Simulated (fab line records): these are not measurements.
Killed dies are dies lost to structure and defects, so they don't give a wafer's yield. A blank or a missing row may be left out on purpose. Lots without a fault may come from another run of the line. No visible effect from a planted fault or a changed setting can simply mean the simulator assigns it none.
fab line records + flow nandHarc
record
- lots=6
- wafers=18
- lastDay=27
route steps=1159 shown A_ONON_D1@430 END@1159
lots that met no fault: taken from a fault-free run of the same line
startH: start of the lot's first displayed wafer, in hours after the record's first day + waitH: hours since the lot's step before + " same as the row above + L1.1+2: a row that stands for several wafers + - value missing, or start not given + * or withheld: withheld + < > ~ a bound
route shown NAME@n: a module of which the file shows steps, and the number in the route of the first + usual: average and standard deviation across the fault-free wafers + same: alike in all rows + chamber/n: place in a boat + sites: each site's reading + _std_site: the values' standard deviation + _edge_site: mean of outer sites minus mean of inner sites + radiusMm: how far each site lies from the wafer's centre + mask NAME#n: copy n + behind: the last tool/chamber to shape the wafer + hold: cause of the lot's hold/its duration in hours/its outcome + device: names the non-switching transistor (n, p or np) + end of line: tests run on the same wafers once the route is complete + a step given without rows: its recipe and nothing more + killed: the dies lost at the first sort to structure and to defects; this is not the yield of the wafer + map: shows each die of a wafer: x if killed, . if not, _ if none is there
set.NAME: the run value of the setting; set.NAME@STEP: its run value at that earlier step + model.NAME: the simulator's own value behind a step, which no gauge read
lots seen at some steps along the route; tables by step, rows by wafer
services: from which hour (startH, from the record's first day; less than 0 if before it) a tool's chamber was out of use, for how many hours, and why
## steps
# step NHARC_A_ONON_D1_DEP_09
# recipe
- targetThkA=10000
- n2FlowSccm=2750
- n2oFlowSccm=2000
- nh3FlowSccm=500
- sih4FlowSccm=210
- tempC=400
# step NHARC_A_ONON_D1_THK_MEAS_11
# recipe
- thkMeasGauge=ellipsometry
# usual
- thkNm=1002/9
| lot.wafer | tool         | chamber | startH | waitH | thkNm |
|-----------|--------------|---------|--------|-------|-------|
| L266.2    | filmMetro-02 | -       | 170.15 | -     | 1002  |
| L266.5    | "            | -       | "      | "     | 1003  |
| L266.6    | "            | -       | "      | "     | 1002  |
| L272.1    | filmMetro-02 | -       | 201.69 | -     | 999   |
| L272.3    | "            | -       | "      | "     | 1000  |
| L272.5    | "            | -       | "      | "     | 1000  |
| L274.2    | filmMetro-02 | -       | 216.17 | -     | 999   |
| L274.4    | "            | -       | "      | "     | 999   |
| L274.6    | "            | -       | "      | "     | 997   |
| L279.1    | filmMetro-02 | -       | 259.73 | -     | 1002  |
| L279.4    | "            | -       | "      | "     | 1001  |
| L279.5    | "            | -       | "      | "     | 1001  |
| L284.2    | filmMetro-01 | -       | 274.68 | -     | 1003  |
| L284.3    | "            | -       | "      | "     | 1001  |
| L284.4    | "            | -       | "      | "     | 1003  |
| L286.1    | filmMetro-01 | -       | 284.06 | -     | 982   |
| L286.3    | "            | -       | "      | "     | 982   |
| L286.4    | "            | -       | "      | "     | 981   |
# step NHARC_A_ONON_D1_DEP_12
# recipe
- targetThkA=10000
- n2FlowSccm=2750
- n2oFlowSccm=2000
- nh3FlowSccm=500
- sih4FlowSccm=210
- tempC=400
# step NHARC_A_ONON_D1_THK_MEAS_14
# recipe
- thkMeasGauge=ellipsometry
# usual
- thkNm=997/8.6
| lot.wafer | tool         | chamber | startH | waitH | thkNm |
|-----------|--------------|---------|--------|-------|-------|
| L266.2    | filmMetro-02 | -       | 170.71 | -     | 1007  |
| L266.5    | "            | -       | "      | "     | 1006  |
| L266.6    | "            | -       | "      | "     | 1007  |
| L272.1    | filmMetro-02 | -       | 202.26 | -     | 997   |
| L272.3    | "            | -       | "      | "     | 997   |
| L272.5    | "            | -       | "      | "     | 997   |
| L274.2    | filmMetro-02 | -       | 216.74 | -     | 1013  |
| L274.4    | "            | -       | "      | "     | 1013  |
| L274.6    | "            | -       | "      | "     | 1014  |
| L279.1    | filmMetro-01 | -       | 260.29 | -     | 1003  |
| L279.4    | "            | -       | "      | "     | 1003  |
| L279.5    | "            | -       | "      | "     | 1001  |
| L284.2    | filmMetro-01 | -       | 275.25 | -     | 996   |
| L284.3    | "            | -       | "      | "     | 996   |
| L284.4    | "            | -       | "      | "     | 997   |
| L286.1    | filmMetro-01 | -       | 284.63 | -     | 1001  |
| L286.3    | "            | -       | "      | "     | 1001  |
| L286.4    | "            | -       | "      | "     | 1002  |
# step NHARC_A_ONON_D1_ANNEAL_15
# recipe
- tempC=750
- timeS=3600
# step NHARC_A_ONON_D1_DEP_16
# recipe
- targetThkA=10000
- n2FlowSccm=2750
- n2oFlowSccm=2000
- nh3FlowSccm=500
- sih4FlowSccm=210
- tempC=400
# step NHARC_A_ONON_D1_THK_MEAS_18
# recipe
- thkMeasGauge=ellipsometry
# usual
- thkNm=996/9.5
| lot.wafer | tool         | chamber | startH | waitH | thkNm |
|-----------|--------------|---------|--------|-------|-------|
| L266.2    | filmMetro-02 | -       | 177.88 | -     | 992   |
| L266.5    | "            | -       | "      | "     | 992   |
| L266.6    | "            | -       | "      | "     | 993   |
| L272.1    | filmMetro-02 | -       | 210.38 | -     | 990   |
| L272.3    | "            | -       | "      | "     | 990   |
| L272.5    | "            | -       | "      | "     | 991   |
| L274.2    | filmMetro-02 | -       | 225.28 | -     | 1016  |
| L274.4    | "            | -       | "      | "     | 1015  |
| L274.6    | "            | -       | "      | "     | 1015  |
| L279.1    | filmMetro-02 | -       | 267.39 | -     | 992   |
| L279.4    | "            | -       | "      | "     | 992   |
| L279.5    | "            | -       | "      | "     | 993   |
| L284.2    | filmMetro-01 | -       | 284.61 | -     | 973   |
| L284.3    | "            | -       | "      | "     | 972   |
| L284.4    | "            | -       | "      | "     | 971   |
| L286.1    | filmMetro-01 | -       | 291.72 | -     | 1002  |
| L286.3    | "            | -       | "      | "     | 1001  |
| L286.4    | "            | -       | "      | "     | 1000  |
# step NHARC_A_ONON_D1_DEP_19
# recipe
- targetThkA=10000
- n2FlowSccm=2750
- n2oFlowSccm=2000
- nh3FlowSccm=500
- sih4FlowSccm=210
- tempC=400
# step NHARC_A_ONON_D1_THK_MEAS_21
# recipe
- thkMeasGauge=ellipsometry
# usual
- thkNm=1002/8.8
| lot.wafer | tool         | chamber | startH | waitH | thkNm |
|-----------|--------------|---------|--------|-------|-------|
| L266.2    | filmMetro-02 | -       | 178.78 | -     | 1015  |
| L266.5    | "            | -       | "      | "     | 1018  |
| L266.6    | "            | -       | "      | "     | 1017  |
| L272.1    | filmMetro-02 | -       | 210.95 | -     | 994   |
| L272.3    | "            | -       | "      | "     | 994   |
| L272.5    | "            | -       | "      | "     | 992   |
| L274.2    | filmMetro-02 | -       | 225.84 | -     | 997   |
| L274.4    | "            | -       | "      | "     | 996   |
| L274.6    | "            | -       | "      | "     | 999   |
| L279.1    | filmMetro-02 | -       | 267.96 | -     | 1014  |
| L279.4    | "            | -       | "      | "     | 1016  |
| L279.5    | "            | -       | "      | "     | 1016  |
| L284.2    | filmMetro-02 | -       | 285.18 | -     | 1013  |
| L284.3    | "            | -       | "      | "     | 1010  |
| L284.4    | "            | -       | "      | "     | 1012  |
| L286.1    | filmMetro-02 | -       | 292.28 | -     | 989   |
| L286.3    | "            | -       | "      | "     | 989   |
| L286.4    | "            | -       | "      | "     | 989   |
# step NHARC_A_ONON_D1_DEP_22
# recipe
- targetThkA=10000
- n2FlowSccm=2750
- n2oFlowSccm=2000
- nh3FlowSccm=500
- sih4FlowSccm=210
- tempC=400
# step NHARC_A_ONON_D1_THK_MEAS_24
# recipe
- thkMeasGauge=ellipsometry
# usual
- thkNm=1000/11
| lot.wafer | tool         | chamber | startH | waitH | thkNm |
|-----------|--------------|---------|--------|-------|-------|
| L266.2    | filmMetro-01 | -       | 179.35 | -     | 979   |
| L266.5    | "            | -       | "      | "     | 979   |
| L266.6    | "            | -       | "      | "     | 978   |
| L272.1    | filmMetro-02 | -       | 211.51 | -     | 1001  |
| L272.3    | "            | -       | "      | "     | 1001  |
| L272.5    | "            | -       | "      | "     | 1001  |
| L274.2    | filmMetro-02 | -       | 226.41 | -     | 1005  |
| L274.4    | "            | -       | "      | "     | 1005  |
| L274.6    | "            | -       | "      | "     | 1006  |
| L279.1    | filmMetro-01 | -       | 268.52 | -     | 996   |
| L279.4    | "            | -       | "      | "     | 996   |
| L279.5    | "            | -       | "      | "     | 994   |
| L284.2    | filmMetro-02 | -       | 285.74 | -     | 1003  |
| L284.3    | "            | -       | "      | "     | 1002  |
| L284.4    | "            | -       | "      | "     | 1002  |
| L286.1    | filmMetro-02 | -       | 292.85 | -     | 991   |
| L286.3    | "            | -       | "      | "     | 990   |
| L286.4    | "            | -       | "      | "     | 989   |
# step NHARC_A_ONON_D1_DEP_25
# recipe
- targetThkA=10000
- n2FlowSccm=2750
- n2oFlowSccm=2000
- nh3FlowSccm=500
- sih4FlowSccm=210
- tempC=400
# usual
- sih4FlowSccm=209.9/0.58
| lot.wafer | tool         | chamber | startH | waitH | sih4FlowSccm |
|-----------|--------------|---------|--------|-------|--------------|
| L266.2    | pecvdOnon-03 | 0       | 179.46 | 0.1   | 209.6        |
| L266.5    | "            | 0       | "      | "     | 209.4        |
| L266.6    | "            | 0       | "      | "     | 209.5        |
| L272.1    | pecvdOnon-04 | 0       | 211.57 | 0.1   | 252.6        |
| L272.3    | "            | 0       | "      | "     | 252.6        |
| L272.5    | "            | 0       | "      | "     | 252.3        |
| L274.2    | pecvdOnon-04 | 0       | 226.52 | 0.1   | 252.0        |
| L274.4    | "            | 0       | "      | "     | 251.4        |
| L274.6    | "            | 0       | "      | "     | 251.0        |
| L279.1    | pecvdOnon-03 | 0       | 268.58 | 0.1   | 210.8        |
| L279.4    | "            | 0       | "      | "     | 210.2        |
| L279.5    | "            | 0       | "      | "     | 210.2        |
| L284.2    | pecvdOnon-03 | 0       | 285.85 | 0.1   | 209.4        |
| L284.3    | "            | 0       | "      | "     | 209.5        |
| L284.4    | "            | 0       | "      | "     | 209.0        |
| L286.1    | pecvdOnon-04 | 0       | 292.90 | 0.1   | 210.3        |
| L286.3    | "            | 0       | "      | "     | 211.0        |
| L286.4    | "            | 0       | "      | "     | 210.5        |
# step NHARC_A_ONON_D1_THK_MEAS_27
# recipe
- thkMeasGauge=ellipsometry
# usual
- thkNm=999/11
| lot.wafer | tool         | chamber | startH | waitH | thkNm |
|-----------|--------------|---------|--------|-------|-------|
| L266.2    | filmMetro-01 | -       | 179.91 | -     | 1006  |
| L266.5    | "            | -       | "      | "     | 1007  |
| L266.6    | "            | -       | "      | "     | 1006  |
| L272.1    | filmMetro-02 | -       | 212.08 | -     | 1005  |
| L272.3    | "            | -       | "      | "     | 1005  |
| L272.5    | "            | -       | "      | "     | 1004  |
| L274.2    | filmMetro-01 | -       | 226.97 | -     | 1018  |
| L274.4    | "            | -       | "      | "     | 1021  |
| L274.6    | "            | -       | "      | "     | 1020  |
| L279.1    | filmMetro-02 | -       | 269.09 | -     | 1011  |
| L279.4    | "            | -       | "      | "     | 1010  |
| L279.5    | "            | -       | "      | "     | 1009  |
| L284.2    | filmMetro-01 | -       | 286.31 | -     | 997   |
| L284.3    | "            | -       | "      | "     | 998   |
| L284.4    | "            | -       | "      | "     | 998   |
| L286.1    | filmMetro-02 | -       | 293.41 | -     | 1007  |
| L286.3    | "            | -       | "      | "     | 1005  |
| L286.4    | "            | -       | "      | "     | 1007  |
# step NHARC_END_SORT_01
# recipe
- tempC=25
# usual
- killedAtArray=28/11
- killedAtOther=0.9/1.2
- killedAtPeriphery=2.6/2.1
- killedDies=31/11
- killedOpen=3.1/1.7
- killedShort=1.9/1.3
# same
- grossDies=677
| lot.wafer | tool      | chamber | startH | waitH | killedAtArray | killedAtOther | killedAtPeriphery | killedDies | killedOpen | killedShort |
|-----------|-----------|---------|--------|-------|---------------|---------------|-------------------|------------|------------|-------------|
| L279.5    | prober-02 | 0       | 601.58 | 3.7   | 19            | 4             | 3                 | 26         | 3          | 2           |
# killed by level:class
L279.5 A_SLIT:chamberFilmFlake=9 A_CONTACT:chamberFilmFlake=5 THIN_TSV:chamberFilmFlake=4 P_CONTACT:geometricParticle:open=2 A_CHANNEL_FILL_D1:geometricParticle:short=2 A_CHANNEL_HOLE_D1:chamberFilmFlake=2 A_CONTACT:geometricParticle:open=1 P_ZERO_WELL:chamberFilmFlake=1
## services
| tool         | chamber | startH | hours | kind |
|--------------|---------|--------|-------|------|
| pecvdOnon-04 | -       | 237.00 | 13.0  | pm   |
## key
firstSign
- step=NHARC_A_ONON_D1_DEP_25
- reading=sih4FlowSccm
- direction=up
- sigmas=73
- usual=209.9
- struck=252.0
effect none on later readings
metAt NHARC_A_ONON_D1_DEP_25
struckWafers L272.1,L272.3,L272.5,L274.2,L274.4,L274.6
testerLeftOut L272,L274
fault
- kind=processParameterDrift
- tool=pecvdOnon-04
- chamber=-
- onsetH=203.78
- steps=NHARC_A_ONON_D1_DEP_25
- channel=sih4FlowSccm
- offset=42
- shape=step
- endH=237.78
- actsIn=theseRecipesOnly
- stated=210
# testerLeftOut: of these lots the tester's yield and bins aren't shown, on N5 and GAA mostly nor the transistor test; their killed dies are dies lost to structure and defects alone, not to doping, threshold or leakage, so they don't give the yield
